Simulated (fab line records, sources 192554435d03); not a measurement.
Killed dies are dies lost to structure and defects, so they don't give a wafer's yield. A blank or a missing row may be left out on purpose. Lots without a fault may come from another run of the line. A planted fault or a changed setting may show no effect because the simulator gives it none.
Which tool did it? | flow n5_finfet | 10 lots, 30 wafers sampled, at 5 steps of a route of 1938

WHAT THE GAUGES READ, wafer by wafer
N5_PMOS_HMC_CHANNEL_EPI_INSPECT_30: inspects for defects (darkfield). Usual: raw_defect_count 18, standard deviation 6.8.
lot  | measured    | on                | raw_defect_count | flag
L913 | day 1 20:07 | defect_inspect-02 | 42 20 17         |
L915 | day 2 09:19 | defect_inspect-01 | 11 11 9          |
L918 | day 3 03:08 | defect_inspect-02 | 15 16 19         |
L928 | day 5 14:52 | defect_inspect-01 | 17 30 15         |
L929 | day 5 20:07 | defect_inspect-01 | 17 16 34         |
L932 | day 6 15:01 | defect_inspect-01 | 19 8 15          |
L933 | day 6 21:08 | defect_inspect-01 | 20 14 23         |
L934 | day 7 02:20 | defect_inspect-02 | 9 16 12          |
L935 | day 7 09:02 | defect_inspect-02 | 22 26 15         |
L936 | day 7 15:22 | defect_inspect-02 | 21 27 27         |

N5_FIN_SAQP_CD_MEAS_27: target cd 20 nm. Usual: cd_nm 20.26 nm, standard deviation 0.25.
lot  | measured    | on        | cd_nm (nm)        | flag
L913 | day 1 23:41 | cd_sem-01 | 20.79 20.42 20.62 |
L915 | day 2 13:23 | cd_sem-02 | 20.08 20.16 20.13 |
L918 | day 3 07:26 | cd_sem-03 | 20.19 20.51 20.38 |
L928 | day 5 18:25 | cd_sem-01 | 20.45 20.30 20.29 |
L929 | day 5 23:42 | cd_sem-02 | 20.15 20.32 20.25 |
L932 | day 6 18:37 | cd_sem-02 | 20.16 20.04 20.12 |
L933 | day 7 01:02 | cd_sem-02 | 20.44 20.14 20.23 |
L934 | day 7 06:39 | cd_sem-03 | 20.36 20.45 19.80 |
L935 | day 7 12:35 | cd_sem-01 | 20.55 20.15 20.22 |
L936 | day 7 19:26 | cd_sem-02 | 19.88 20.55 20.32 |

N5_BEOL_M4_RC_MEAS_101. Usual: DIBL_N 37.0 mV/V, standard deviation 2.3; DIBL_P 37.3 mV/V, standard deviation 2.8; IOFF_N 0.17 nA/um, standard deviation 0.046; IOFF_P 0.23 nA/um, standard deviation 0.054; ION_N 675 uA/um, standard deviation 14; ION_P 460 uA/um, standard deviation 9.3; SS_N 71.7 mV/dec, standard deviation 0.73; SS_P 73.6 mV/dec, standard deviation 0.95; VT_N 249 mV, standard deviation 3.9; VT_P -250 mV, standard deviation 3.9.
lot  | measured     | on        | DIBL_N (mV/V)  | DIBL_P (mV/V)  | IOFF_N (nA/um) | IOFF_P (nA/um) | ION_N (uA/um) | ION_P (uA/um) | SS_N (mV/dec)  | SS_P (mV/dec)  | VT_N (mV)   | VT_P (mV)      | flag
L913 | day 7 23:18  | prober-02 | 40.3 37.1 43.8 | 40.9 35.4 44.8 | 0.23 0.15 0.36 | 0.31 0.21 0.42 | 680 676 712   | 471 464 478   | 72.2 71.3 73.7 | 74.8 73.7 76.2 | 243 251 240 | -246 -251 -243 |
L915 | day 8 05:23  | prober-02 | 39.7 36.8 33.8 | 40.0 37.0 34.2 | 0.23 0.16 0.13 | 0.29 0.21 0.18 | 673 670 662   | 460 462 458   | 72.5 71.8 71.0 | 74.6 74.2 72.5 | 247 250 250 | -249 -252 -252 |
L918 | day 9 09:13  | prober-01 | 36.5 34.8 40.1 | 38.2 36.0 43.2 | 0.19 0.14 0.28 | 0.25 0.21 0.37 | 691 653 701   | 469 455 483   | 72.1 71.9 72.7 | 73.1 71.4 74.5 | 246 251 242 | -247 -248 -242 |
L928 | day 12 11:37 | prober-01 | 36.8 39.9 36.6 | 37.9 41.1 36.6 | 0.16 0.19 0.16 | 0.22 0.27 0.19 | 677 679 673   | 459 466 457   | 71.4 72.4 71.0 | 72.9 74.2 73.1 | 249 248 248 | -250 -249 -252 |
L929 | day 12 21:28 | prober-01 | 39.3 41.2 36.0 | 41.4 44.0 36.5 | 0.23 0.28 0.16 | 0.26 0.32 0.19 | 687 704 681   | 465 470 456   | 72.8 73.7 71.7 | 74.4 75.4 73.3 | 246 241 248 | -248 -245 -253 |
L932 | day 13 00:56 | prober-02 | 36.2 37.1 35.3 | 33.2 35.2 33.1 | 0.15 0.17 0.13 | 0.18 0.21 0.18 | 670 676 677   | 456 454 466   | 71.6 71.7 70.6 | 72.5 72.8 73.1 | 253 250 252 | -253 -253 -250 |
L933 | day 13 14:05 | prober-01 | 38.3 36.8 37.2 | 39.4 38.0 38.0 | 0.20 0.17 0.18 | 0.24 0.21 0.22 | 673 671 666   | 456 455 455   | 71.8 72.3 71.8 | 73.6 72.9 73.7 | 247 250 248 | -251 -252 -250 |
L934 | day 13 20:28 | prober-01 | 37.8 38.4 40.4 | 36.6 36.6 38.7 | 0.16 0.16 0.22 | 0.20 0.21 0.24 | 677 656 668   | 459 444 451   | 71.3 71.8 72.2 | 73.3 72.9 73.2 | 250 253 247 | -256 -252 -253 |
L935 | day 14 07:43 | prober-02 | 37.7 40.0 35.8 | 38.9 40.9 37.0 | 0.19 0.24 0.15 | 0.28 0.30 0.23 | 670 696 677   | 460 474 471   | 72.9 73.1 71.6 | 73.9 74.6 73.2 | 249 244 250 | -247 -245 -248 |
L936 | day 14 06:08 | prober-01 | 37.3 37.0 33.1 | 38.5 38.7 34.3 | 0.16 0.17 0.10 | 0.18 0.18 0.13 | 675 675 656   | 450 449 445   | 72.0 71.9 70.3 | 74.2 73.9 72.1 | 252 251 256 | -257 -256 -258 |

WHICH TOOL RAN EACH LOT (tool, then ch and the chambers of the sampled wafers, then the start)
lot  | N5_FIN_SAQP_PECVD_06           | N5_FIN_SAQP_MANDREL_ETCH_22
L913 | pecvd-02 ch 0,1,2, day 1 21:02 | rie_si-04 ch 1,2, day 1 21:57
L915 | pecvd-03 ch 0,1,2, day 2 10:10 | rie_si-03 ch 0,2,3, day 2 11:25
L918 | pecvd-03 ch 0,1,2, day 3 04:01 | rie_si-03 ch 0,2,3, day 3 05:31
L928 | pecvd-01 ch 0,1,2, day 5 15:44 | rie_si-04 ch 0,1, day 5 16:34
L929 | pecvd-03 ch 0,1, day 5 20:55   | rie_si-04 ch 0,2,3, day 5 21:52
L932 | pecvd-02 ch 1,2, day 6 15:46   | rie_si-03 ch 0,1,3, day 6 16:43
L933 | pecvd-02 ch 0,2, day 6 22:20   | rie_si-03 ch 0,1,3, day 6 23:17
L934 | pecvd-02 ch 0,2, day 7 03:05   | rie_si-05 ch 0,1,3, day 7 04:02
L935 | pecvd-02 ch 0,1, day 7 09:50   | rie_si-03 ch 0,1,2, day 7 10:47
L936 | pecvd-02 ch 0,1,2, day 7 16:39 | rie_si-03 ch 0,1,2, day 7 17:35
- N5_FIN_SAQP_PECVD_06: deposits a-Si from SiH4/He, target thk 60 nm, time 48.1 s.
- N5_FIN_SAQP_MANDREL_ETCH_22: etches a-Si in HBr/Cl2, stops on SiNx, target depth 60 nm, bt time 10 s, time 30 s.

WHAT THE TOOLS THEMSELVES READ (means of the sampled wafers that have a number; where no wafer has one, the mark that the record gives instead)
N5_FIN_SAQP_PECVD_06. Usual: heater_power_w 853 W, standard deviation 75; showerhead_plenum_p_Torr 5.66 Torr, standard deviation 0.049; showerhead_vpp_V 608 V, standard deviation 22; throttle_valve_pct 18.3 %, standard deviation 0.61.
lot  | tool     | heater_power_w (W) | showerhead_plenum_p_Torr (Torr) | showerhead_vpp_V (V) | throttle_valve_pct (%) | flag
L913 | pecvd-02 | 902                | 5.69                            | 617                  | 18.0                   |
L915 | pecvd-03 | 850                | 5.65                            | 598                  | 18.1                   |
L918 | pecvd-03 | 852                | 5.65                            | 598                  | 18.1                   |
L928 | pecvd-01 | 868                | 5.63                            | 617                  | 19.0                   |
L929 | pecvd-03 | 809                | 5.68                            | 603                  | 18.0                   |
L932 | pecvd-02 | 931                | 5.66                            | 609                  | 18.4                   |
L933 | pecvd-02 | 970                | 5.67                            | 619                  | 17.8                   |
L934 | pecvd-02 | 854                | 5.72                            | 621                  | 17.9                   |
L935 | pecvd-02 | 924                | 5.69                            | 613                  | 18.7                   |
L936 | pecvd-02 | 895                | 5.69                            | 612                  | 18.1                   |

N5_FIN_SAQP_MANDREL_ETCH_22. Usual: drypump_motor_current_A 5.6 A, standard deviation 0.6; mfc_cl2_sccm 80.00 sccm, standard deviation 0.22; oes_product_au 0.765 a.u., standard deviation 0.011; throttle_valve_pct 35.3 %, standard deviation 0.33.
lot  | tool      | drypump_motor_current_A (A) | mfc_cl2_sccm (sccm) | oes_product_au (a.u.) | throttle_valve_pct (%) | flag
L913 | rie_si-04 | 5.1                         | 79.51               | 0.772                 | 35.8                   |
L915 | rie_si-03 | 5.6                         | 80.14               | 0.758                 | 35.3                   |
L918 | rie_si-03 | 5.6                         | 76.15               | 0.757                 | 35.0                   | OFF
L928 | rie_si-04 | 6.0                         | 80.02               | 0.774                 | 35.4                   |
L929 | rie_si-04 | 5.2                         | 79.92               | 0.762                 | 35.2                   |
L932 | rie_si-03 | 6.0                         | 79.93               | 0.757                 | 35.3                   |
L933 | rie_si-03 | 6.0                         | 79.92               | 0.770                 | 35.2                   |
L934 | rie_si-05 | 5.4                         | 80.04               | 0.778                 | 35.4                   |
L935 | rie_si-03 | 5.6                         | 79.87               | 0.766                 | 35.3                   |
L936 | rie_si-03 | 5.7                         | 79.97               | 0.770                 | 35.3                   |

THE ANSWER, worked out from the rows above alone
Rule: a lot is off if the mean of its wafers that have a number lies more than 3 standard deviations from the usual mean. A lot without any number at a reading at which 4 lots or more have one is off too. The other lots that the step has rows for count as sound. The gauges are gone through in route order, then the tools' own readings, and for those a lot's mean is taken as printed above. The first step at which some lot is off is used, and at that step the reading that is off furthest; a lot without a number counts as furthest.
Off: L918, at N5_FIN_SAQP_MANDREL_ETCH_22 (mfc_cl2_sccm).
A tool fits if, at that step or a process step before it, it ran every lot that is off, and no sound lot after the first of them. None of those tried fits.

WHAT THE SIMULATOR HAD PUT IN
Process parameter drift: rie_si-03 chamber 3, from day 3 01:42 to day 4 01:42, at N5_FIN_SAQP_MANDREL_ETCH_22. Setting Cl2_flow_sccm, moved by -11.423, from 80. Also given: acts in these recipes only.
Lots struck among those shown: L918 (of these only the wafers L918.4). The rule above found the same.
